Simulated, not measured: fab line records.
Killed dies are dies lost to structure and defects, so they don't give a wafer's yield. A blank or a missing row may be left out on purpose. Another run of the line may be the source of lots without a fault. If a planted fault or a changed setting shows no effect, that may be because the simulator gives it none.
Matching of chambers | flow nand harc | pecvd-04 running NHARC_A_STAIRCASE_DEP_156: 3 sister chambers
The step deposits SiNx, target thk 50 nm. 6 wafers are shown with their chamber, then 8 later ones without.

== EACH WAFER AND ITS CHAMBER ==
wafer  | chamber | heater power w (W)
L086.1 | 0       | 644
L086.2 | 2       | 649
L092.1 | 1       | 701
L092.2 | 2       | 637
L092.3 | 0       | 671
L091.2 | 1       | 598

== WAFERS MISSING THEIR CHAMBER ==
wafer  | heater power w (W)
L091.4 | 620
L091.6 | 770
L094.4 | 657
L094.5 | 653
L094.6 | 763
L096.4 | 663
L096.5 | 595
L096.6 | 761

== WHICH CHAMBER EACH ONE RAN IN ==
wafer  | from the rows above          | in truth
L091.4 | can't be placed: 2 or 1 or 0 | 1
L091.6 | can't be placed: 0 or 1 or 2 | 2
L094.4 | can't be placed: 0 or 1 or 2 | 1
L094.5 | can't be placed: 1 or 0 or 2 | 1
L094.6 | can't be placed: 0 or 1 or 2 | 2
L096.4 | can't be placed: 0 or 1 or 2 | 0
L096.5 | can't be placed: 2 or 1 or 0 | 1
L096.6 | can't be placed: 0 or 1 or 2 | 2
Correct placement for 0 of the 8. Not placeable from these rows: 8 (in 8, the candidates include the true chamber). 0 placed wrongly.
How it was worked out, from the rows above alone: a wafer's distance from a chamber is the root of the sum, over the readings, of the square of ((its reading less the chamber's mean) divided by the reading's scatter). The wafer belongs to the nearest chamber; if the next one is less than 2 further off, it can't be placed. The mean given for a chamber averages the wafers shown for that chamber. The scatter is the square root of a quotient: the sum, over the shown wafers, of each reading's squared deviation from its chamber's mean, divided by wafers minus chambers.
